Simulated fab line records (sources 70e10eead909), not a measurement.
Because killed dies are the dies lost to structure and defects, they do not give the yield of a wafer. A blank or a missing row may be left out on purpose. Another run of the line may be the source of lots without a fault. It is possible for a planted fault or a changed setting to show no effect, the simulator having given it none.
fab line records	flow nand-harc
record: lots: 6	wafers: 18	last-day: 33
route steps=1302 shown P_M0@278 P_M1@285 END@1302
lots untouched by any fault: they come from a run of this same line in which no faults occurred
start-h: the number of hours between the record's first day and the start of the first shown wafer of the lot	wait-h: hours since the lot's step before	" repeats the value in the row above	L1.1+2: several wafers, shown together as one row	- either no value or no given start	* or withheld: withheld	< > ~ a bound
route shown NAME@n: a module of which the file shows steps, and the number in the route of the first	usual: average and standard deviation across the fault-free wafers	same: alike in all rows	chamber/n: place in a boat	sites: the reading at each site	_std_site: the values' standard deviation	_edge_site: the outer-site mean with the inner-site mean subtracted	radius-mm: for every site, how far away it sits from the centre of the wafer	mask NAME#n: copy n	behind: the last tool/chamber to shape the wafer	hold: reason for holding the lot/hours on hold/outcome of the hold	device: names the non-switching transistor (n, p or np)	end of line: tests of these same wafers at the route's end	for a step that has no rows: nothing shown but its recipe	killed: at the first sort, the dies lost to defects and structure; wafer yield is something else	map: the dies of a wafer, with x for killed, . for not killed, _ for no die there
set.NAME: the setting that was run; set.NAME@STEP: the one run at that earlier step	model.NAME: the simulator's own value behind a step, which no gauge read
certain route steps with their lots: each step a table, each wafer a row
services: the hour from which a tool's chamber was out of use, counted from the record's first day as start-h (under 0 if before that day), plus the number of hours and why
== steps ==
step: NHARC_P_M0_CMP_23
recipe: t-overpolish-s: 20	target-thk-nm: 117.54
usual: motor-current-A: 11.5/0.88	retaining-ring-pressure-frac: 1.000/0.005	time-to-endpoint-s: 29.4/2
lot.wafer	tool	chamber	start-h	wait-h	motor-current-A	retaining-ring-pressure-frac	time-to-endpoint-s
L904.4	cmp-03	2	194.06	-	10.9	1.003	28.0
L904.3	"	3	"	"	11.4	0.998	29.3
L904.6	"	0	"	"	10.5	0.993	29.6
L914.2	cmp-01	1	297.68	-	13.1	1.002	29.9
L914.6	"	1	"	"	12.8	0.999	29.2
L914.5	"	2	"	"	11.6	0.994	31.0
L915.1	cmp-02	2	314.45	-	11.0	1.002	29.1
L915.3	"	0	"	"	11.2	1.002	27.9
L915.5	"	1	"	"	12.6	0.998	29.3
L918.2	cmp-03	0	326.46	-	10.0	0.996	28.3
L918.3	"	1	"	"	12.2	0.990	28.7
L918.6	"	2	"	"	11.0	1.001	29.3
L916.3	cmp-01	1	331.53	-	13.3	0.995	30.8
L916.4	"	2	"	"	11.5	1.000	31.8
L916.2	"	0	"	"	12.3	1.000	27.3
L920.4	cmp-02	1	352.14	-	11.9	1.004	26.1
L920.3	"	2	"	"	11.0	1.008	27.5
L920.5	"	3	"	"	13.0	1.006	27.8
step: NHARC_P_M0_THK_MEAS_24
recipe: thk-meas-gauge: xrf
usual: thk-nm: 117.4/1.4
lot.wafer	tool	chamber	start-h	wait-h	thk-nm
L904.3	film-metro-01	-	194.32	-	116.7
L904.4	"	-	"	"	118.2
L904.6	"	-	"	"	117.6
L914.2	film-metro-01	-	297.99	-	118.4
L914.5	"	-	"	"	118.2
L914.6	"	-	"	"	120.0
L915.1	film-metro-02	-	314.73	-	118.4
L915.3	"	-	"	"	114.9
L915.5	"	-	"	"	113.2
L918.2	film-metro-02	-	326.72	-	117.4
L918.3	"	-	"	"	117.7
L918.6	"	-	"	"	116.5
L916.2	film-metro-02	-	331.84	-	118.4
L916.3	"	-	"	"	115.9
L916.4	"	-	"	"	117.7
L920.3	film-metro-01	-	352.39	-	114.4
L920.4	"	-	"	"	116.8
L920.5	"	-	"	"	115.9
step: NHARC_P_M0_SRD_25
step: NHARC_P_M0_INSPECT_27
usual: raw-defect-count: 307/120
lot.wafer	tool	chamber	start-h	wait-h	raw-defect-count
L904.3	defect-inspect-01	-	194.47	0.0	303
L904.4	"	-	"	"	266
L904.6	"	-	"	"	332
L914.2	defect-inspect-02	-	298.15	0.0	336
L914.5	"	-	"	"	226
L914.6	"	-	"	"	297
L915.1	defect-inspect-02	-	314.89	0.0	242
L915.3	"	-	"	"	111
L915.5	"	-	"	"	125
L918.2	defect-inspect-02	-	326.88	0.0	132
L918.3	"	-	"	"	288
L918.6	"	-	"	"	260
L916.2	defect-inspect-02	-	332.00	0.0	316
L916.3	"	-	"	"	309
L916.4	"	-	"	"	241
L920.3	defect-inspect-01	-	352.55	0.0	291
L920.4	"	-	"	"	288
L920.5	"	-	"	"	278
step: NHARC_P_M0_PRE_CLEAN_31
recipe: time-s: 12	temp-c: 370	rf-power-w: 300	gas: NH3
usual: heater-power-w: 621/90
lot.wafer	tool	chamber	start-h	wait-h	heater-power-w
L904.3	pecvd-02	0	194.57	0.1	834
L904.4	"	2	"	"	677
L904.6	"	0	"	"	835
L914.2	pecvd-04	2	298.23	0.1	637
L914.6	"	1	"	"	606
L914.5	"	0	"	"	745
L915.3	pecvd-03	1	315.13	0.2	692
L915.1	"	2	"	"	635
L915.5	"	2	"	"	649
L918.2	pecvd-04	2	326.94	0.1	639
L918.3	"	1	"	"	593
L918.6	"	1	"	"	611
L916.2	pecvd-03	0	332.07	0.1	554
L916.3	"	1	"	"	718
L916.4	"	0	"	"	541
L920.3	pecvd-04	1	352.63	0.1	512
L920.5	"	0	"	"	611
L920.4	"	1	"	"	506
step: NHARC_P_M0_DEP_32
recipe: target-thk-a: 300	temp-c: 370	target-thk-nm: 30	pressure-torr: 3	flow-sccm: 200	rf-w: 450	material: SiCN
usual: heater-power-w: 556/82
lot.wafer	tool	chamber	start-h	wait-h	heater-power-w
L904.3	pecvd-02	0	194.70	0.1	730
L904.4	"	2	"	"	617
L904.6	"	0	"	"	717
L914.2	pecvd-04	2	298.34	0.1	525
L914.6	"	1	"	"	445
L914.5	"	0	"	"	655
L915.3	pecvd-03	1	315.24	0.1	686
L915.1	"	2	"	"	489
L915.5	"	2	"	"	479
L918.2	pecvd-04	2	327.02	0.1	530
L918.3	"	1	"	"	512
L918.6	"	1	"	"	527
L916.2	pecvd-03	0	332.15	0.1	485
L916.3	"	1	"	"	653
L916.4	"	0	"	"	505
L920.3	pecvd-04	1	352.74	0.1	549
L920.5	"	0	"	"	572
L920.4	"	1	"	"	548
step: NHARC_P_M1_DEP_00
recipe: target-thk-a: 1825	target-thk-nm: 182.5	temp-c: withheld	pressure-torr: 5	flow-sccm: 200	rf-w: 600	material: SiOC
step: NHARC_P_M1_DEHYDRATE_01
recipe: temp-c: 150	time-s: 120
step: NHARC_P_M1_HMDS_02
recipe: time-s: 30
step: NHARC_P_M1_COAT_34
recipe: temp-c: 200	time-s: 65
step: NHARC_P_M1_COAT_03
recipe: spin-rpm: 1500	resist-thk-nm: 90
step: NHARC_P_M1_SOFTBAKE_04
recipe: temp-c: 105	time-s: 55
usual: heater-power-total-W: 188.44/0.13
lot.wafer	tool	chamber	start-h	wait-h	heater-power-total-W
L904.3	litho-track-01	0	195	-	188.27
L904.4	"	0	"	"	188.41
L904.6	"	0	"	"	188.47
L914.2	litho-track-01	0	299	-	188.33
L914.5	"	0	"	"	188.40
L914.6	"	0	"	"	188.47
L915.1	litho-track-06	0	316	-	188.45
L915.3	"	0	"	"	188.41
L915.5	"	0	"	"	188.41
L918.2	litho-track-06	0	327	-	152.61
L918.3	"	0	"	"	152.37
L918.6	"	0	"	"	152.27
L916.2	litho-track-06	0	332	-	152.35
L916.3	"	0	"	"	152.24
L916.4	"	0	"	"	152.44
L920.3	litho-track-01	0	353	-	188.46
L920.4	"	0	"	"	188.37
L920.5	"	0	"	"	188.74
step: NHARC_P_M1_EBR_05
step: NHARC_P_M1_EXPOSE_06
recipe: na: 1.35	target-cd-nm: 130	dose-mj: 81.88	mask-id: P_M1
step: NHARC_P_M1_PEB_07
recipe: peb-temp-c: 100	peb-time-s: 65
step: NHARC_P_M1_DEVELOP_08
recipe: develop-time-s: 35	dev-temp-c: 23
step: NHARC_P_M1_CD_MEAS_09
recipe: target-cd-nm: 130	landing-energy-ev: 500
usual: cd-nm: 130.2/0.54
lot.wafer	tool	chamber	start-h	wait-h	cd-nm
L904.3	cd-sem-02	0	195.84	-	129.5
L904.4	"	0	"	"	130.2
L904.6	"	0	"	"	130.5
L914.2	cd-sem-01	0	299.55	-	130.7
L914.5	"	0	"	"	131.3
L914.6	"	0	"	"	131.0
L915.1	cd-sem-03	0	316.32	-	129.9
L915.3	"	0	"	"	130.1
L915.5	"	0	"	"	130.1
L918.2	cd-sem-03	0	328.28	-	130.8
L918.3	"	0	"	"	131.5
L918.6	"	0	"	"	131.3
L916.2	cd-sem-03	0	333.40	-	132.3
L916.3	"	0	"	"	132.6
L916.4	"	0	"	"	132.0
L920.3	cd-sem-03	0	353.94	-	130.1
L920.4	"	0	"	"	129.8
L920.5	"	0	"	"	130.3
step: NHARC_P_M1_OVL_MEAS_10
recipe: pitch-nm: 260
usual: overlay-x-nm: 0.2/1	overlay-y-nm: 0.1/0.76
lot.wafer	tool	chamber	start-h	wait-h	overlay-x-nm	overlay-y-nm
L904.3	overlay-01	-	195.93	-	-0.7	-0.4
L904.4	"	-	"	"	-0.2	-0.4
L904.6	"	-	"	"	0.1	-0.3
L914.2	overlay-01	-	299.64	-	-0.6	0.0
L914.5	"	-	"	"	-1.1	-0.2
L914.6	"	-	"	"	-1.1	-0.1
L915.1	overlay-01	-	316.40	-	0.5	0.5
L915.3	"	-	"	"	0.7	0.7
L915.5	"	-	"	"	0.2	0.9
L918.2	overlay-01	-	328.37	-	-0.3	1.9
L918.3	"	-	"	"	-0.4	1.7
L918.6	"	-	"	"	-0.5	2.3
L916.2	overlay-02	-	333.49	-	0.6	0.6
L916.3	"	-	"	"	0.4	0.4
L916.4	"	-	"	"	0.2	0.3
L920.3	overlay-02	-	354.03	-	-0.3	0.8
L920.4	"	-	"	"	0.0	0.4
L920.5	"	-	"	"	0.1	0.3
step: NHARC_P_M1_INSPECT_11
usual: raw-defect-count: 4.4/2
lot.wafer	tool	chamber	start-h	wait-h	raw-defect-count
L904.3	defect-inspect-01	-	195.96	0.0	1
L904.4	"	-	"	"	5
L904.6	"	-	"	"	6
L914.2	defect-inspect-02	-	299.68	0.0	4
L914.5	"	-	"	"	5
L914.6	"	-	"	"	0
L915.1	defect-inspect-01	-	316.44	0.0	4
L915.3	"	-	"	"	4
L915.5	"	-	"	"	2
L918.2	defect-inspect-01	-	328.40	0.0	4
L918.3	"	-	"	"	5
L918.6	"	-	"	"	5
L916.2	defect-inspect-02	-	333.53	0.0	5
L916.3	"	-	"	"	3
L916.4	"	-	"	"	7
L920.3	defect-inspect-01	-	354.06	0.0	4
L920.4	"	-	"	"	0
L920.5	"	-	"	"	1
step: NHARC_P_M1_DESCUM_14
recipe: time-s: 3	o2-flow-sccm: 200	ar-flow-sccm: 0	bias-power-w: 0	chemistry: O2
usual: drypump-motor-current-A: 5.6/0.44	oes-product-au: 0.999/0.0067	rf-vpp-V: 57.9/0.84	showerhead-plenum-p-Torr: 1.92/0.082	throttle-valve-pct: 11.310/0.01
lot.wafer	tool	chamber	start-h	wait-h	drypump-motor-current-A	oes-product-au	rf-hours-counter-h	rf-vpp-V	showerhead-plenum-p-Torr	throttle-valve-pct	model.P_M1.cd-nm
L904.3	rie-diel-06	0	196.02	0.1	5.3	0.987	7	57.0	1.93	11.313	129.3
L904.4	"	1	"	"	5.6	1.008	8	59.2	1.97	11.302	129.2
L904.6	"	1	"	"	5.6	1.009	-	57.5	1.97	11.308	130.1
L914.2	rie-diel-06	3	299.75	0.1	5.8	0.998	15	58.3	1.85	11.306	131.2
L914.5	"	1	"	"	5.6	0.993	-	57.0	1.97	11.286	131
L914.6	"	2	"	"	5.0	1.003	-	58.1	2.03	11.302	131.3
L915.1	rie-diel-06	3	316.50	0.1	5.7	0.996	0	57.0	1.85	11.314	130.3
L915.3	"	0	"	"	5.3	1.002	0	57.7	1.92	11.336	130.1
L915.5	"	0	"	"	5.3	1.010	-	58.5	1.92	11.292	130.5
L918.2	rie-diel-11	2	328.47	0.1	6.6	0.989	4	56.8	1.78	11.299	131
L918.3	"	0	"	"	5.7	0.994	4	58.7	1.87	11.318	131.7
L918.6	"	2	"	"	6.6	0.997	-	56.7	1.78	11.303	131
L916.3	rie-diel-11	0	333.59	0.1	5.7	0.993	4	58.0	1.86	11.317	133.1
L916.4	"	1	"	"	5.7	0.997	4	57.8	1.92	11.308	131.9
L916.2	"	3	"	"	5.3	0.999	4	57.4	2.02	11.322	132.1
L920.4	rie-diel-06	2	354.12	0.1	5.0	1.003	3	58.9	2.03	11.317	129.6
L920.3	"	1	"	"	5.6	1.005	4	57.2	1.96	11.312	130.3
L920.5	"	2	"	"	5.0	0.995	-	56.4	2.03	11.317	130.3
step: NHARC_P_M1_ETCH_35
recipe: target-depth-a: 400	overetch-a: 120	time-s: 43.94	ion-energy-ev: 200	n2-flow-sccm: 150	h2-flow-sccm: 150	ar-flow-sccm: 0	rf-w: 400	bias-w: 150	chemistry: N2/H2
usual: drypump-motor-current-A: 5.7/0.45	n2-flow-sccm: 150.0/0.43	oes-product-au: 1.000/0.0076	rf-vpp-V: 430.6/2.6	showerhead-plenum-p-Torr: 2.04/0.089	throttle-valve-pct: 14.172/0.0096
lot.wafer	tool	chamber	start-h	wait-h	drypump-motor-current-A	n2-flow-sccm	oes-product-au	rf-hours-counter-h	rf-vpp-V	showerhead-plenum-p-Torr	throttle-valve-pct
L904.4	rie-diel-06	0	196.11	0.1	5.3	149.8	1.000	7	431.2	2.05	14.179
L904.3	"	3	"	"	5.8	149.8	0.996	7	428.9	1.98	14.190
L904.6	"	0	"	"	5.3	150.0	1.002	-	430.4	2.05	14.163
L914.2	rie-diel-06	0	299.83	0.1	5.3	149.1	1.004	16	431.3	2.05	14.167
L914.5	"	2	"	"	5.0	149.7	1.003	-	433.4	2.17	14.160
L914.6	"	3	"	"	5.7	151.2	1.001	-	429.6	1.97	14.180
L915.3	rie-diel-06	3	316.59	0.1	5.8	150.0	0.990	0	428.1	1.97	14.157
L915.1	"	2	"	"	5.0	149.2	0.986	0	433.7	2.16	14.172
L915.5	"	0	"	"	5.3	149.4	1.007	-	431.6	2.05	14.169
L918.2	rie-diel-11	0	328.55	0.1	5.7	150.0	0.998	4	429.2	1.99	14.176
L918.3	"	2	"	"	6.6	150.6	0.999	4	425.9	1.89	14.159
L918.6	"	3	"	"	5.3	150.8	0.993	-	434.4	2.16	14.181
L916.2	rie-diel-11	1	333.67	0.1	5.7	149.9	0.999	4	430.3	2.05	14.185
L916.3	"	2	"	"	6.5	149.3	1.000	4	427.8	1.89	14.169
L916.4	"	3	"	"	5.3	149.5	0.996	4	434.5	2.16	14.172
L920.3	rie-diel-06	2	354.21	0.1	5.0	150.3	0.993	3	433.2	2.16	14.175
L920.4	"	3	"	"	5.8	150.3	0.984	3	429.1	1.97	14.166
L920.5	"	3	"	"	5.7	150.6	0.996	-	428.7	1.97	14.155
step: NHARC_P_M1_ETCH_15
recipe: target-depth-a: 1825	time-s: 91.2	c4f8-flow-sccm: withheld	ar-flow-sccm: 400	rf-w: 600	bias-w: 300	chemistry: C4F8/Ar
step: NHARC_P_M1_CD_MEAS_16
usual: cd-nm: 130.0/0.64
lot.wafer	tool	chamber	start-h	wait-h	cd-nm
L904.3	cd-sem-03	-	196.34	-	129.1
L904.4	"	-	"	"	129.1
L904.6	"	-	"	"	129.8
L914.2	cd-sem-01	-	300.04	-	131.3
L914.5	"	-	"	"	130.9
L914.6	"	-	"	"	131.1
L915.1	cd-sem-03	-	316.81	-	129.8
L915.3	"	-	"	"	129.6
L915.5	"	-	"	"	130.7
L918.2	cd-sem-03	-	328.77	-	130.7
L918.3	"	-	"	"	131.4
L918.6	"	-	"	"	131.3
L916.2	cd-sem-02	-	333.89	-	132.0
L916.3	"	-	"	"	133.0
L916.4	"	-	"	"	132.0
L920.3	cd-sem-03	-	354.45	-	130.0
L920.4	"	-	"	"	129.5
L920.5	"	-	"	"	129.7
step: NHARC_P_M1_STRIP_18
recipe: power-w: 1000	n2-flow-sccm: 150	h2-flow-sccm: 150	ar-flow-sccm: 0	bias-w: 0	chemistry: N2/H2
usual: drypump-motor-current-A: 5.6/0.42	n2-flow-sccm: 150.0/0.43	oes-product-au: 1.000/0.0066	rf-vpp-V: 90.7/1	showerhead-plenum-p-Torr: 2.05/0.085	throttle-valve-pct: 14.170/0.0089
lot.wafer	tool	chamber	start-h	wait-h	drypump-motor-current-A	n2-flow-sccm	oes-product-au	rf-hours-counter-h	rf-vpp-V	showerhead-plenum-p-Torr	throttle-valve-pct
L904.4	rie-diel-11	1	196.43	0.1	5.7	150.1	0.993	8	91.0	2.05	14.171
L904.3	"	2	"	"	6.6	150.5	1.006	7	89.5	1.89	14.158
L904.6	"	0	"	"	5.7	150.9	0.997	-	92.1	1.99	14.173
L914.2	rie-diel-09	0	300.11	0.1	5.2	149.8	0.995	44	90.5	2.04	14.160
L914.5	"	0	"	"	5.2	150.3	0.999	-	91.8	2.04	14.155
L914.6	"	1	"	"	5.5	150.8	0.992	-	89.5	1.89	14.168
L915.1	rie-diel-11	1	316.91	0.1	5.7	150.0	1.006	4	90.7	2.05	14.163
L915.3	"	3	"	"	5.2	149.9	0.991	4	91.0	2.16	14.166
L915.5	"	1	"	"	5.7	149.8	0.995	-	90.3	2.05	14.159
L918.3	rie-diel-11	2	328.87	0.1	6.6	149.6	1.004	4	89.6	1.89	14.170
L918.2	"	0	"	"	5.7	149.9	0.997	4	89.3	1.99	14.159
L918.6	"	1	"	"	5.7	149.6	1.001	-	90.1	2.05	14.179
L916.2	rie-diel-06	3	333.96	0.1	5.7	149.6	1.000	1	90.7	1.97	14.175
L916.3	"	0	"	"	5.3	149.7	1.011	1	91.0	2.05	14.177
L916.4	"	1	"	"	5.6	149.2	1.010	1	89.1	2.10	14.191
L920.3	rie-diel-06	3	354.57	0.1	5.8	150.3	1.000	3	90.8	1.97	14.162
L920.4	"	0	"	"	5.3	150.7	0.995	3	89.9	2.05	14.182
L920.5	"	1	"	"	5.6	150.4	0.991	-	91.9	2.09	14.171
step: NHARC_P_M1_ETCH_28
recipe: target-depth-a: 300	over-etch-frac: 0.3	time-s: 72.99	ion-energy-ev: 150	cf4-flow-sccm: 50	n2-flow-sccm: 100	ar-flow-sccm: 150	rf-w: 300	bias-w: 100	chemistry: CF4/N2
usual: cf4-flow-sccm: 49.99/0.13	drypump-motor-current-A: 5.6/0.42	n2-flow-sccm: 100.00/0.28	oes-product-au: 1.001/0.0071	rf-vpp-V: 314.4/2	showerhead-plenum-p-Torr: 2.64/0.1	throttle-valve-pct: 19.796/0.0098
lot.wafer	tool	chamber	start-h	wait-h	cf4-flow-sccm	drypump-motor-current-A	n2-flow-sccm	oes-product-au	rf-hours-counter-h	rf-vpp-V	showerhead-plenum-p-Torr	throttle-valve-pct	model.P_M1.cd-nm
L904.3	rie-diel-11	0	-	-	50.18	5.7	100.16	1.001	6	311.7	2.57	19.789	129
L904.4	"	1	"	"	50.04	5.7	100.03	0.992	8	314.1	2.64	19.797	129.1
L904.6	"	0	"	"	50.05	5.7	100.05	1.006	-	313.2	2.57	19.797	130.6
L914.2	rie-diel-09	2	-	-	50.01	5.7	100.45	0.993	43	315.9	2.68	19.801	131
L914.5	"	2	"	"	49.96	5.8	100.65	0.997	-	314.9	2.68	19.806	130.7
L914.6	"	3	"	"	50.04	6.5	99.95	1.003	-	317.4	2.74	19.799	131.3
L915.3	rie-diel-11	2	-	-	49.92	6.6	99.88	1.005	4	312.1	2.45	19.787	129.1
L915.1	"	3	"	"	49.97	5.3	99.52	1.005	4	316.6	2.76	19.804	129.9
L915.5	"	1	"	"	50.18	5.7	99.81	1.008	-	313.7	2.63	19.807	130.6
L918.2	rie-diel-11	0	-	-	50.15	5.7	99.72	0.999	4	314.0	2.56	19.804	130.9
L918.3	"	1	"	"	49.98	5.7	100.17	1.006	4	313.9	2.63	19.794	131.8
L918.6	"	2	"	"	50.29	6.5	100.13	1.004	-	310.2	2.45	19.798	130.8
L916.3	rie-diel-06	1	-	-	49.82	5.6	100.34	1.010	1	314.5	2.69	19.784	132.1
L916.4	"	2	"	"	49.90	5.0	99.93	1.014	1	317.2	2.77	19.801	131.8
L916.2	"	0	"	"	49.84	5.3	99.32	1.005	1	314.4	2.64	19.795	131.7
L920.4	rie-diel-06	2	-	-	50.04	5.0	99.43	0.994	3	315.6	2.77	19.784	129.2
L920.3	"	3	"	"	49.89	5.7	100.12	0.993	3	313.2	2.54	19.802	129.8
L920.5	"	3	"	"	49.98	5.8	99.91	0.993	-	311.7	2.54	19.785	129.2
step: NHARC_P_M1_STRIP_19
recipe: time-s: 600	temp-c: 30	chemistry: post-etch-residue-remover
step: NHARC_END_SORT_01
recipe: temp-c: 25
usual: defect-limited-yield: 91.5/2.4	killed-at-array: 52/16	killed-at-other: 0.8/1.1	killed-at-periphery: 4.2/2.5	killed-dies: 57/16	killed-open: 3.4/2	killed-short: 2.6/1.6	sort_bin_2_pct: 3.0/1.1	sort_bin_3_pct: 0.6/0.31	sort_bin_4_pct: 4.8/1.4	sort-n-pass: 620/16	sort-rim-yield-pct: 90/4.8	sort-yield-pct: 91.5/2.4
same: gross-dies: 677	sort_bin_5_pct[%]: 0	sort_bin_6_pct[%]: 0	sort_bin_7_pct[%]: 0	sort_bin_8_pct[%]: 0	sort-rim-n-gross: 106.00
lot.wafer	tool	chamber	start-h	wait-h	defect-limited-yield[%]	killed-at-array	killed-at-other	killed-at-periphery	killed-dies	killed-open	killed-short	sort_bin_2_pct[%]	sort_bin_3_pct[%]	sort_bin_4_pct[%]	sort-n-pass	sort-rim-yield-pct[%]	sort-yield-pct[%]
L915.3	prober-02	0	753.55	3.1	91.4	55	0	3	58	3	1	2.5	0.9	5.2	619	87	91.4
L915.5	prober-02	0	755.14	3.7	89.1	62	0	12	74	8	1	3.0	0.1	7.8	603	88	89.1
killed by level:class
L915.3 A_CHANNEL_HOLE_D1:chamber-film-flake=22 A_CHANNEL_HOLE_D2:chamber-film-flake=16 A_SLIT:chamber-film-flake=9 A_CONTACT:chamber-film-flake=3 P_M1:chamber-film-flake=2 A_ONON_D1:geometric-particle:open=1 A_CHANNEL_HOLE_D2:geometric-particle:open=1 A_CHANNEL_FILL_D2:geometric-particle:short=1
L915.5 A_CHANNEL_HOLE_D1:chamber-film-flake=22 A_CHANNEL_HOLE_D2:chamber-film-flake=21 P_M1:chamber-film-flake=6 A_CONTACT:chamber-film-flake=5 A_ZERO_WELL:chamber-film-flake=3 A_SLIT:chamber-film-flake=3 P_M0:geometric-particle:open=2 A_M0:geometric-particle:open=2
== services ==
tool	chamber	start-h	hours	kind
cmp-02	-	176.94	2.0	repair
litho-track-06	-	179.00	7.0	pm
pecvd-02	-	184.44	0.5	repair
pecvd-03	-	185.00	13.0	pm
cmp-01	-	185.50	4.0	pm
rie-diel-09	-	190.45	0.7	repair
pecvd-04	-	197.32	5.5	repair
rie-diel-06	2	199.09	16.3	repair
cmp-03	-	201.72	1.2	repair
cmp-02	-	204.66	1.6	repair
cmp-03	-	218.32	3.2	repair
pecvd-02	-	227.00	13.0	pm
rie-diel-06	2	231.85	3.3	repair
cmp-02	-	232.51	4.0	pm
pecvd-04	2	239.83	11.2	repair
cmp-02	-	242.53	0.4	repair
rie-diel-11	-	255.50	9.0	pm
rie-diel-06	3	265.94	6.4	repair
pecvd-04	-	269.18	13.0	pm
rie-diel-06	3	280.98	3.3	repair
pecvd-04	-	303.80	1.0	repair
rie-diel-06	-	307.29	9.0	pm
litho-track-01	-	330.00	7.0	pm
litho-track-06	-	354.00	7.0	pm
== key ==
first-sign: step: NHARC_P_M1_SOFTBAKE_04	reading: heater-power-total-W	direction: down	sigmas: 99+	usual: *	struck: *
effect: step: NHARC_P_M1_CD_MEAS_09	reading: cd-nm	direction: up	sigmas: 2.9	usual: 130.2	struck: 131.8
effect: step: NHARC_P_M1_CD_MEAS_16	reading: cd-nm	direction: up	sigmas: 2.7	usual: 130.0	struck: 131.7
model-effect: step: NHARC_P_M1_DESCUM_14	value: P_M1.cd-nm	without: 130.4	struck: 131.8
model-effect: step: NHARC_P_M1_ETCH_28	value: P_M1.cd-nm	without: 130.1	struck: 131.5
met-at NHARC_P_M1_SOFTBAKE_04
struck-wafers L916.2,L916.3,L916.4,L918.2,L918.3,L918.6
onset-between 316 327
fault: kind: process-parameter-drift	tool: litho-track-06	chamber: -	onset-h: 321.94	steps: NHARC_P_M1_SOFTBAKE_04	channel: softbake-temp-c	offset: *	shape: step	end-h: 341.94	acts-in: *	stated: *
